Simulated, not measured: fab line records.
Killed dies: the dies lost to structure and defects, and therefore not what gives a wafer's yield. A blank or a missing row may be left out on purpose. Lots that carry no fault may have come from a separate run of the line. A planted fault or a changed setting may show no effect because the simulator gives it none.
A struck lot beside a sound one | flow n5_finfet | 14 out of 1938 route steps
Sound: the wafers L161.3, L161.4, L161.6. Struck: wafer L162.6 (L162.1, L162.5, from the same lot, were not struck and are left out); the cause is given at the end.
Per side, at each step with rows, come the tool, then ch with its chambers, and then its first start. Under that, the readings that differ: sound wafers | struck wafers | difference of the means | sigmas: that difference in standard deviations of wafers without a fault.
alike: same words and numbers on both sides, and readings whose means sit less than 2 such deviations apart. not compared: any withheld reading, any reading some wafer has no value for, any bound like >300 that may hide the same value, and any number with overlapping values for which the record gives no deviation.
Wherever a step has rows on one side only, a row that says differs or no value, or a row with sigmas, the two part there. When numbers do not overlap yet have no deviation, they are printed without sigmas and do not part them. Lack of a reading on every wafer of one side parts them only where that side has two or more wafers.

first, 5 steps without rows for these wafers: N5_BEOL_M11_EBR_24; N5_BEOL_M11_SOFTBAKE_23 (time 60 s); N5_BEOL_M11_EXPOSE_25 (exposes mask V10); N5_BEOL_M11_PEB_26 (peb time 60 s); N5_BEOL_M11_DEVELOP_27 (develop time 30 s).
N5_BEOL_M11_CD_MEAS_28: the cd target is 70 nm.
  sound on cd_sem-03 ch 0, day 11 19:53; struck on cd_sem-03 ch 0, day 12 06:22
  alike: cd_nm
N5_BEOL_M11_OVL_MEAS_29:
  sound on overlay-01 ch 0, day 11 19:55; struck on overlay-02 ch 0, day 12 06:24
  alike: V10_OVL
N5_BEOL_M11_INSPECT_30: inspects for defects (brightfield).
  sound: defect_inspect-01 at day 11 19:56; struck: defect_inspect-02 at day 12 06:26
  alike: raw_defect_count
N5_BEOL_M11_DESCUM_33: chemistry O2, time 7.9 s.
  sound on rie_diel-03 ch 0,3, day 11 19:59; struck on rie_diel-03 ch 0, day 12 06:28
  alike: bias_power_w, chamber_pressure_mTorr, drypump_motor_current_A, oes_product_au, rf_fwd_power_W, rf_vpp_V, showerhead_plenum_p_Torr, temp_c, throttle_valve_pct
  not compared: rf_hours_counter_h
N5_BEOL_M11_ETCH_65: etches SiARC in CF4, target depth 39 nm, time 65 s.
  sound on rie_diel-03 ch 0,3, day 11 20:01; struck on rie_diel-03 ch 0, day 12 06:30
  reading                        | sound             | struck | difference | sigmas
  chamber_pressure_mTorr (mTorr) | 40.00 39.97 40.06 | 39.92  | -0.09      | -3
  alike: drypump_motor_current_A, etch_rf_on_time_s, oes_product_au, rf_fwd_power_W, rf_vpp_V, showerhead_plenum_p_Torr, throttle_valve_pct
  not compared: rf_hours_counter_h
N5_BEOL_M11_ETCH_66: etches SOC in N2/H2, target depth 120 nm, overetch 24 nm, time 180 s.
  sound on rie_diel-03 ch 0,3, day 11 20:04; struck on rie_diel-03 ch 0, day 12 06:33
  alike: chamber_pressure_mTorr, drypump_motor_current_A, oes_product_au, rf_fwd_power_W, rf_vpp_V, run_length_s, showerhead_plenum_p_Torr, temp_c, throttle_valve_pct
  not compared: rf_hours_counter_h
then, 1 step without rows for these wafers: N5_BEOL_M11_STRIP_69 (strips in N2/H2).
N5_BEOL_M11_VIA_ETCH_34: etches SiCOH lowk in C4F6/O2, target depth 184.5 nm, time 69.2 s.
  sound on rie_diel-03 ch 0,3, day 11 20:11; struck on rie_diel-03 ch 0, day 12 06:40
  reading                                   | sound           | struck | difference | sigmas
  run_length_s (s)                          | 91.6 93.0 93.0  | 88.9   | -3.6       | -8
  model.etch.depth_nm (nm)                  | 188.4 187 186.1 | 175    | -12        |
  model.SOC_of_BEOL_M11_COAT_63.thk_nm (nm) | 91.6 91.8 91.8  | 92.8   | +1.1       |
  alike: chamber_pressure_mTorr, drypump_motor_current_A, oes_product_au, rf_vpp_V, showerhead_plenum_p_Torr, throttle_valve_pct
  not compared: rf_fwd_power_W, rf_hours_counter_h
then, 1 step without rows for these wafers: N5_BEOL_M11_STRIP_73 (strips in C4F6/O2).

WHERE THEY PART
Last at N5_BEOL_M11_VIA_ETCH_34 as far as this record goes, first at N5_BEOL_M11_ETCH_65.

WHY: what the simulator had put in
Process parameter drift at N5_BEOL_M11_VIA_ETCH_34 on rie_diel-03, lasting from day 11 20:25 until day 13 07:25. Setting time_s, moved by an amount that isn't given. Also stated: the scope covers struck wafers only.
